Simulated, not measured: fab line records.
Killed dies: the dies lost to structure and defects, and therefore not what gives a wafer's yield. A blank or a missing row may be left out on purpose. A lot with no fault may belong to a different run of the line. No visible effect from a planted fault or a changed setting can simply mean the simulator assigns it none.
The tool behind it: which one? -- flow n5Finfet -- 57 wafers from 19 lots sampled at 6 of the route's 1938 steps

## WHAT THE GAUGES READ, wafer by wafer
Not one reading of a measure or inspect step in the record can be checked against a usual standard deviation.

## WHICH TOOL RAN EACH LOT (tool, then ch and the chambers of the sampled wafers, then the start)
lot,N5_FIN_SAQP_DENSIFY_62,N5_FIN_SAQP_PECVD_47,N5_FIN_SAQP_MANDREL_ETCH_22,N5_FIN_SAQP_STRIP_55,N5_FIN_CUT_STRIP_24,N5_FIN_CUT_STRIP_22
L075,"rtpAnneal-02 ch 0, day 2 03:05","pecvd-04 ch 0, day 2 03:25","rieSi-04 ch 1,2,3, day 2 04:41","rieDiel-01 ch 0,2,3, day 2 04:49","rieDiel-06 ch 1,3, day 2 10:32","rieDiel-02 ch 0,3, day 2 10:53"
L076,"rtpAnneal-01 ch 0, day 2 09:21","pecvd-04 ch 0,1, day 2 09:43","rieSi-02 ch 0,1,2, day 2 10:59","rieDiel-05 ch 0,1,2, day 2 11:30","rieDiel-06 ch 0,1,2, day 2 16:53","rieDiel-02 ch 0,1,3, day 2 17:14"
L077,"rtpAnneal-01 ch 0, day 2 14:29","pecvd-03 ch 0,2, day 2 14:47","rieSi-04 ch 0,3, day 2 16:08","rieDiel-04 ch 0,1,3, day 2 16:19","rieDiel-06 ch 2,3, day 2 21:38","rieDiel-02 ch 0,2,3, day 2 21:59"
L078,"rtpAnneal-01 ch 0, day 2 21:58","pecvd-02 ch 0,1, day 2 22:18","rieSi-02 ch 1,3, day 2 23:22","rieDiel-05 ch 0,1,2, day 2 23:31","rieDiel-06 ch 0,1,2, day 3 04:23","rieDiel-06 ch 0,1,2, day 3 04:43"
L079,"rtpAnneal-02 ch 0, day 3 03:29","pecvd-03 ch 0,1, day 3 03:50","rieSi-02 ch 0,2,3, day 3 04:56","rieDiel-05 ch 0,1,3, day 3 05:02","rieDiel-06 ch 0,2, day 3 11:35","rieDiel-02 ch 0,3, day 3 13:02"
L080,"rtpAnneal-02 ch 0, day 3 09:59","pecvd-04 ch 0,2, day 3 10:20","rieSi-02 ch 0,2, day 3 11:22","rieDiel-05 ch 0,1, day 3 11:56","rieDiel-03 ch 0,2,3, day 3 17:37","rieDiel-03 ch 0,1, day 3 18:02"
L081,"rtpAnneal-02 ch 0, day 3 15:53","pecvd-04 ch 0,1,2, day 3 16:11","rieSi-02 ch 0,2, day 3 17:13","rieDiel-04 ch 0,2,3, day 3 17:19","rieDiel-02 ch 1,2, day 3 21:59","rieDiel-02 ch 1,2, day 3 22:21"
L083,"rtpAnneal-01 ch 0, day 4 03:16","pecvd-03 ch 0,1,2, day 4 03:33","rieSi-02 ch 0,3, day 4 05:13","rieDiel-05 ch 0,1,3, day 4 05:19","rieDiel-06 ch 1,2, day 4 10:41","rieDiel-02 ch 0,1,3, day 4 11:01"
L085,"rtpAnneal-01 ch 0, day 4 14:58","pecvd-03 ch 0,2, day 4 15:17","rieSi-02 ch 0,1,3, day 4 16:12","rieDiel-05 ch 1,2,3, day 4 16:18","rieDiel-02 ch 0,2,3, day 4 21:07","rieDiel-03 ch 2,3, day 4 21:28"
L086,"rtpAnneal-02 ch 0, day 4 21:04","pecvd-04 ch 0,1, day 4 21:23","rieSi-02 ch 0,1,3, day 4 22:17","rieDiel-01 ch 0,1,2, day 4 22:23","rieDiel-06 ch 0,1,3, day 5 03:38","rieDiel-02 ch 0,3, day 5 03:59"
L087,"rtpAnneal-01 ch 0, day 5 02:45","pecvd-03 ch 0,2, day 5 03:05","rieSi-02 ch 0,3, day 5 04:08","rieDiel-01 ch 0,2, day 5 04:14","rieDiel-06 ch 0,2,3, day 5 09:17","rieDiel-03 ch 0,3, day 5 09:38"
L088,"rtpAnneal-01 ch 0, day 5 08:29","pecvd-04 ch 1,2, day 5 08:49","rieSi-02 ch 0,1,3, day 5 09:43","rieDiel-04 ch 0,2, day 5 09:49","rieDiel-06 ch 0,1,2, day 5 15:08","rieDiel-03 ch 1,2, day 5 15:34"
L089,"rtpAnneal-01 ch 0, day 5 14:17","pecvd-04 ch 1,2, day 5 14:35","rieSi-02 ch 2,3, day 5 15:51","rieDiel-04 ch 0,2, day 5 15:57","rieDiel-02 ch 1,2,3, day 5 22:14","rieDiel-03 ch 0,1,2, day 5 23:46"
L090,"rtpAnneal-01 ch 0, day 5 21:37","pecvd-02 ch 1,2, day 5 21:58","rieSi-02 ch 1,3, day 5 23:10","rieDiel-04 ch 0,2, day 5 23:24","rieDiel-06 ch 1,2, day 6 04:47","rieDiel-06 ch 1,2,3, day 6 05:10"
L091,"rtpAnneal-02 ch 0, day 6 02:36","pecvd-04 ch 1,2, day 6 02:56","rieSi-04 ch 1,2, day 6 04:03","rieDiel-04 ch 0,1, day 6 04:17","rieDiel-02 ch 0,1,3, day 6 09:01","rieDiel-02 ch 0,1,2, day 6 09:20"
L093,"rtpAnneal-02 ch 0, day 6 14:40","pecvd-02 ch 0,1,2, day 6 14:56","rieSi-04 ch 1,2,3, day 6 15:58","rieDiel-04 ch 1,3, day 6 16:09","rieDiel-06 ch 0,1,2, day 6 20:57","rieDiel-02 ch 1,2, day 6 21:17"
L094,"rtpAnneal-01 ch 0, day 6 21:16","pecvd-04 ch 0,1,2, day 6 21:37","rieSi-04 ch 1,2,3, day 6 23:05","rieDiel-04 ch 0,2,3, day 6 23:11","rieDiel-02 ch 0,2,3, day 7 04:41","rieDiel-06 ch 0,1,3, day 7 05:01"
L095,"rtpAnneal-02 ch 0, day 7 03:50","pecvd-03 ch 0,1,2, day 7 04:07","rieSi-02 ch 1,2, day 7 05:25","rieDiel-04 ch 0,1, day 7 05:31","rieDiel-02 ch 0,1,2, day 7 10:40","rieDiel-06 ch 0,1,2, day 7 10:59"
L097,"rtpAnneal-01 ch 0, day 7 15:04","pecvd-04 ch 0,1,2, day 7 15:24","rieSi-02 ch 1,3, day 7 16:19","rieDiel-05 ch 1,3, day 7 16:25","rieDiel-06 ch 0,3, day 7 21:23","rieDiel-02 ch 0,1,2, day 7 21:43"
- N5_FIN_SAQP_DENSIFY_62: time 60 s.
- N5_FIN_SAQP_PECVD_47: deposits a-Si from SiH4/He, target thk 45 nm, time 36.3 s.
- N5_FIN_SAQP_MANDREL_ETCH_22: etches a-Si in HBr/Cl2, stops on SiNx, target depth 60 nm, bt time 10 s, time 30 s.
- N5_FIN_SAQP_STRIP_55: strips in N2/H2.
- N5_FIN_CUT_STRIP_24: strips in CF4.
- N5_FIN_CUT_STRIP_22: strips in N2/H2.

## AS READ BY THE TOOLS THEMSELVES (means over the sampled wafers that have a number; for cases with no such wafer, the mark the record gives instead)
N5_FIN_SAQP_DENSIFY_62. Usual: lampPowerPct 9.85 %, standard deviation 0.05; lamp_zone_5_pct 9.846 %, standard deviation 0.012; wafer_temp_C_max 703.2, standard deviation 0.66.
lot,tool,lampPowerPct (%),lamp_zone_5_pct (%),wafer_temp_C_max,flag
L075,rtpAnneal-02,9.83,9.833,703.4,
L076,rtpAnneal-01,9.83,9.852,702.8,
L077,rtpAnneal-01,9.82,9.843,703.3,
L078,rtpAnneal-01,9.85,9.833,702.9,
L079,rtpAnneal-02,9.88,9.843,702.8,
L080,rtpAnneal-02,9.88,9.849,703.2,
L081,rtpAnneal-02,9.89,9.844,703.7,
L083,rtpAnneal-01,9.89,9.833,703.1,
L085,rtpAnneal-01,9.79,9.851,703.0,
L086,rtpAnneal-02,9.89,9.835,703.1,
L087,rtpAnneal-01,9.81,9.848,702.9,
L088,rtpAnneal-01,9.82,9.840,702.7,
L089,rtpAnneal-01,9.89,9.859,703.6,
L090,rtpAnneal-01,9.85,9.854,703.1,
L091,rtpAnneal-02,9.86,9.842,703.0,
L093,rtpAnneal-02,9.86,9.853,703.3,
L094,rtpAnneal-01,9.87,9.843,703.5,
L095,rtpAnneal-02,9.84,9.847,702.8,
L097,rtpAnneal-01,9.83,9.842,703.6,

N5_FIN_SAQP_PECVD_47. Usual: heaterPowerW 801 W, standard deviation 63; showerheadPlenumPTorr 5.65 Torr, standard deviation 0.05; throttleValvePct 18.1 %, standard deviation 1.
lot,tool,heaterPowerW (W),showerheadPlenumPTorr (Torr),throttleValvePct (%),flag
L075,pecvd-04,824,5.70,19.6,
L076,pecvd-04,803,5.67,17.9,
L077,pecvd-03,774,5.60,17.5,
L078,pecvd-02,812,5.64,19.1,
L079,pecvd-03,757,5.59,18.0,
L080,pecvd-04,744,5.65,17.9,
L081,pecvd-04,761,5.66,17.9,
L083,pecvd-03,804,5.59,17.8,
L085,pecvd-03,731,5.59,17.9,
L086,pecvd-04,856,5.68,18.2,
L087,pecvd-03,716,5.59,17.9,
L088,pecvd-04,812,5.65,17.3,
L089,pecvd-04,776,5.64,17.3,
L090,pecvd-02,826,5.73,18.9,
L091,pecvd-04,773,5.63,17.3,
L093,pecvd-02,853,5.68,18.7,
L094,pecvd-04,793,5.67,18.0,
L095,pecvd-03,763,5.60,17.8,
L097,pecvd-04,801,5.67,18.2,

N5_FIN_SAQP_MANDREL_ETCH_22. Usual: chamberPressureMTorr 10.000 mTorr, standard deviation 0.0093; drypumpMotorCurrentA 5.95 A, standard deviation 0.14; oesProductAu 0.769 a.u., standard deviation 0.012; throttleValvePct 35.40 %, standard deviation 0.2.
lot,tool,chamberPressureMTorr (mTorr),drypumpMotorCurrentA (A),oesProductAu (a.u.),throttleValvePct (%),flag
L075,rieSi-04,9.997,6.11,0.768,35.26,
L076,rieSi-02,10.003,5.93,0.760,35.40,
L077,rieSi-04,10.006,5.86,0.764,35.35,
L078,rieSi-02,10.003,5.88,0.758,35.32,
L079,rieSi-02,9.989,5.89,0.771,35.57,
L080,rieSi-02,10.002,5.94,0.769,35.51,
L081,rieSi-02,10.003,5.94,0.775,35.52,
L083,rieSi-02,10.001,5.87,0.778,35.58,
L085,rieSi-02,10.005,5.89,0.771,35.46,
L086,rieSi-02,10.002,5.89,0.772,35.44,
L087,rieSi-02,10.001,5.87,0.775,35.57,
L088,rieSi-02,9.999,5.88,0.776,35.43,
L089,rieSi-02,9.997,5.91,0.763,35.57,
L090,rieSi-02,10.004,5.84,0.766,35.50,
L091,rieSi-04,9.999,6.26,0.779,35.12,
L093,rieSi-04,10.003,6.13,0.776,35.25,
L094,rieSi-04,9.990,6.11,0.766,35.28,
L095,rieSi-02,9.995,5.95,0.775,35.34,
L097,rieSi-02,9.998,5.84,0.770,35.50,

N5_FIN_SAQP_STRIP_55. Usual: chamberPressureMTorr 50.01 mTorr (standard deviation 0.066); drypumpMotorCurrentA 5.9 A (standard deviation 0.45); n2FlowSccm 299.9 sccm (standard deviation 0.99); oesProductAu 0.77 a.u. (standard deviation 0.08); rfVppV 122.1 V (standard deviation 1.5); showerheadPlenumPTorr 3.40 Torr (standard deviation 0.085); throttleValvePct 19.05 % (standard deviation 0.21).
lot,tool,chamberPressureMTorr (mTorr),drypumpMotorCurrentA (A),n2FlowSccm (sccm),oesProductAu (a.u.),rfVppV (V),showerheadPlenumPTorr (Torr),throttleValvePct (%),flag
L075,rieDiel-01,49.99,5.6,299.8,0.84,121.7,3.39,18.80,
L076,rieDiel-05,50.04,6.1,300.5,0.83,122.8,3.49,19.05,
L077,rieDiel-04,50.07,6.0,300.6,0.70,124.1,3.42,19.02,
L078,rieDiel-05,49.95,6.1,301.1,0.83,122.5,3.48,19.04,
L079,rieDiel-05,50.05,6.1,300.1,0.85,121.1,3.41,19.01,
L080,rieDiel-05,49.99,6.0,301.3,0.86,123.7,3.51,19.12,
L081,rieDiel-04,50.02,5.8,300.8,0.71,121.6,3.42,19.22,
L083,rieDiel-05,50.03,6.1,300.2,0.84,121.1,3.40,19.02,
L085,rieDiel-05,50.04,6.2,300.8,0.81,123.4,3.38,18.99,
L086,rieDiel-01,49.99,5.7,299.9,0.81,121.3,3.37,18.92,
L087,rieDiel-01,50.04,6.0,299.7,0.86,122.4,3.35,18.77,
L088,rieDiel-04,50.02,6.0,299.9,0.70,121.9,3.42,19.06,
L089,rieDiel-04,49.97,5.8,299.6,0.72,122.8,3.38,19.23,
L090,rieDiel-04,50.09,5.8,299.9,0.71,121.3,3.38,19.22,
L091,rieDiel-04,50.07,6.3,299.7,0.69,121.9,3.36,18.92,
L093,rieDiel-04,50.00,6.0,299.2,0.79,121.2,3.36,18.97,
L094,rieDiel-04,50.03,5.8,299.9,0.79,120.0,3.41,19.10,
L095,rieDiel-04,50.03,6.3,299.5,0.69,122.4,3.35,18.96,
L097,rieDiel-05,49.96,6.2,298.9,0.81,122.4,3.29,19.00,

N5_FIN_CUT_STRIP_24. Usual: chamberPressureMTorr 50.01 mTorr, standard deviation 0.049; drypumpMotorCurrentA 5.7 A, standard deviation 0.46; oesProductAu 0.76 a.u., standard deviation 0.087; rfVppV 271.1 V, standard deviation 1.3; showerheadPlenumPTorr 1.79 Torr, standard deviation 0.055; throttleValvePct 13.66 %, standard deviation 0.25.
lot,tool,chamberPressureMTorr (mTorr),drypumpMotorCurrentA (A),oesProductAu (a.u.),rfVppV (V),showerheadPlenumPTorr (Torr),throttleValvePct (%),flag
L075,rieDiel-06,50.05,5.5,0.72,270.6,1.82,13.83,
L076,rieDiel-06,49.98,5.7,0.73,271.6,1.79,13.69,
L077,rieDiel-06,50.00,5.8,0.73,270.9,1.77,13.65,
L078,rieDiel-06,50.00,5.7,0.73,270.9,1.79,13.70,
L079,rieDiel-06,50.03,6.0,0.73,270.5,1.74,13.51,
L080,rieDiel-03,50.00,5.2,0.78,269.5,1.73,13.62,
L081,rieDiel-02,50.01,6.2,0.72,271.5,1.85,13.71,
L083,rieDiel-06,49.96,5.9,0.73,271.4,1.82,13.79,
L085,rieDiel-02,50.00,5.8,0.75,271.3,1.80,13.77,
L086,rieDiel-06,50.00,5.4,0.70,271.0,1.80,13.86,
L087,rieDiel-06,50.01,5.7,0.71,270.7,1.76,13.68,
L088,rieDiel-06,50.00,5.7,0.71,270.4,1.78,13.73,
L089,rieDiel-02,49.97,6.0,0.83,271.6,1.82,13.56,
L090,rieDiel-06,49.98,6.1,0.73,271.0,1.77,13.61,
L091,rieDiel-02,49.96,5.9,0.89,271.5,1.78,13.45,
L093,rieDiel-06,50.02,5.7,0.81,271.4,1.78,13.56,
L094,rieDiel-02,50.01,5.8,0.83,271.5,1.79,13.61,
L095,rieDiel-02,49.99,6.0,0.85,271.8,1.82,13.40,
L097,rieDiel-06,50.00,5.3,0.86,270.8,1.77,13.46,

N5_FIN_CUT_STRIP_22. Usual: chamberPressureMTorr 49.99 mTorr (standard deviation 0.11); drypumpMotorCurrentA 5.7 A (standard deviation 0.47); n2FlowSccm 300.2 sccm (standard deviation 0.87); oesProductAu 0.77 a.u. (standard deviation 0.085); rfVppV 54.2 V (standard deviation 2.3); showerheadPlenumPTorr 3.35 Torr (standard deviation 0.11); throttleValvePct 18.95 % (standard deviation 0.3).
lot,tool,chamberPressureMTorr (mTorr),drypumpMotorCurrentA (A),n2FlowSccm (sccm),oesProductAu (a.u.),rfVppV (V),showerheadPlenumPTorr (Torr),throttleValvePct (%),flag
L075,rieDiel-02,50.02,5.7,301.2,0.73,54.9,3.30,19.00,
L076,rieDiel-02,50.12,6.0,299.8,0.75,52.8,3.35,19.12,
L077,rieDiel-02,50.02,5.8,300.4,0.77,53.0,3.37,18.90,
L078,rieDiel-06,50.16,5.7,300.8,0.74,53.6,3.34,18.98,
L079,rieDiel-02,49.98,5.7,300.4,0.72,56.1,3.30,19.00,
L080,rieDiel-03,50.01,5.6,301.2,0.82,52.6,3.41,19.13,
L081,rieDiel-02,49.98,6.2,299.4,0.73,54.8,3.45,19.15,
L083,rieDiel-02,50.09,5.9,300.3,0.73,53.0,3.34,19.12,
L085,rieDiel-03,49.94,5.5,300.3,0.69,53.7,3.18,18.97,
L086,rieDiel-02,50.02,5.7,300.6,0.71,53.1,3.29,19.03,
L087,rieDiel-03,49.92,5.0,299.8,0.81,53.6,3.26,18.63,
L088,rieDiel-03,50.00,5.8,300.0,0.73,55.1,3.38,19.37,
L089,rieDiel-03,49.93,5.4,300.6,0.78,54.6,3.32,19.00,
L090,rieDiel-06,50.06,5.8,300.3,0.73,54.9,3.35,19.00,
L091,rieDiel-02,50.05,6.0,300.1,0.89,54.5,3.40,18.80,
L093,rieDiel-02,50.07,6.1,300.3,0.81,55.4,3.46,18.83,
L094,rieDiel-06,49.90,5.4,299.5,0.80,56.8,3.37,18.99,
L095,rieDiel-06,50.03,5.7,299.8,0.82,54.2,3.33,18.86,
L097,rieDiel-02,50.04,6.0,300.2,0.87,54.9,3.40,18.81,

## THE ANSWER, worked out from the rows above alone
Rule: a lot counts as off when the mean over its wafers that have a number is more than 3 standard deviations away from the usual mean. Also off: a lot with no number at a reading for which 4 or more lots have one. Any other lot the step has rows for is counted as sound. After the gauges, taken in route order, come the tools' own readings; for these a lot's mean is taken, as printed above. At the first step where some lot is off, the reading lying furthest off is the one used; lots without a number count as furthest.
None of the lots is off at any reading shown; this tells nothing.

## WHAT THE SIMULATOR PUT IN
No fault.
